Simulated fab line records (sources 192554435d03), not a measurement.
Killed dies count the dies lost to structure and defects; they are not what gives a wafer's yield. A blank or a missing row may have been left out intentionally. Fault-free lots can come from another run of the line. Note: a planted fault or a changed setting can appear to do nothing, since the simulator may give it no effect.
Matching of chambers / flow n5_finfet / N5_BEOL_M0_SAQP_HM_DEP_111 on pecvd-02: 3 sister chambers
The step deposits SiO2 from SiH4/N2O, target thk 12 nm, time 7.2 s. 6 wafers are shown with their chamber, then 10 later ones without.

## WAFERS PAIRED WITH THEIR CHAMBERS
wafer=L084.5; chamber=2; showerhead_plenum_p_Torr (Torr)=7.92; heater_power_w (W)=824
wafer=L085.2; chamber=0; showerhead_plenum_p_Torr (Torr)=8.25; heater_power_w (W)=772
wafer=L085.4; chamber=1; showerhead_plenum_p_Torr (Torr)=7.99; heater_power_w (W)=780
wafer=L085.6; chamber=2; showerhead_plenum_p_Torr (Torr)=7.91; heater_power_w (W)=828
wafer=L088.1; chamber=1; showerhead_plenum_p_Torr (Torr)=8.01; heater_power_w (W)=810
wafer=L088.2; chamber=0; showerhead_plenum_p_Torr (Torr)=8.27; heater_power_w (W)=717

## WAFERS WITH NO CHAMBER GIVEN
wafer=L088.5; showerhead_plenum_p_Torr (Torr)=7.89; heater_power_w (W)=797
wafer=L092.2; showerhead_plenum_p_Torr (Torr)=8.26; heater_power_w (W)=749
wafer=L092.3; showerhead_plenum_p_Torr (Torr)=7.91; heater_power_w (W)=791
wafer=L092.5; showerhead_plenum_p_Torr (Torr)=7.91; heater_power_w (W)=806
wafer=L097.1; showerhead_plenum_p_Torr (Torr)=8.26; heater_power_w (W)=777
wafer=L097.2; showerhead_plenum_p_Torr (Torr)=7.91; heater_power_w (W)=804
wafer=L097.3; showerhead_plenum_p_Torr (Torr)=8.00; heater_power_w (W)=788
wafer=L097.4; showerhead_plenum_p_Torr (Torr)=8.28; heater_power_w (W)=769
wafer=L097.5; showerhead_plenum_p_Torr (Torr)=7.88; heater_power_w (W)=806
wafer=L097.6; showerhead_plenum_p_Torr (Torr)=8.01; heater_power_w (W)=823

## CHAMBER TAKEN BY EACH
wafer=L088.5; from the rows above=2; in truth=2
wafer=L092.2; from the rows above=0; in truth=0
wafer=L092.3; from the rows above=2; in truth=2
wafer=L092.5; from the rows above=2; in truth=2
wafer=L097.1; from the rows above=0; in truth=0
wafer=L097.2; from the rows above=2; in truth=2
wafer=L097.3; from the rows above=1; in truth=1
wafer=L097.4; from the rows above=0; in truth=0
wafer=L097.5; from the rows above=2; in truth=2
wafer=L097.6; from the rows above=1; in truth=1
Correctly placed: 10 of 10. From these rows, 0 cannot be placed. Wrongly placed: 0.
How it was worked out, from the rows above alone: a wafer's distance from a chamber is the root of the sum, over the readings, of the square of ((its reading less the chamber's mean) divided by the reading's scatter). If the next closest chamber is less than 2 further off than the closest, the wafer can't be placed; otherwise it belongs to the closest. A chamber's mean is the mean of its shown wafers. How the scatter is found: for the shown wafers, subtract from each reading the mean of its chamber, square and add these, divide the total by (wafers less chambers), then take the root.
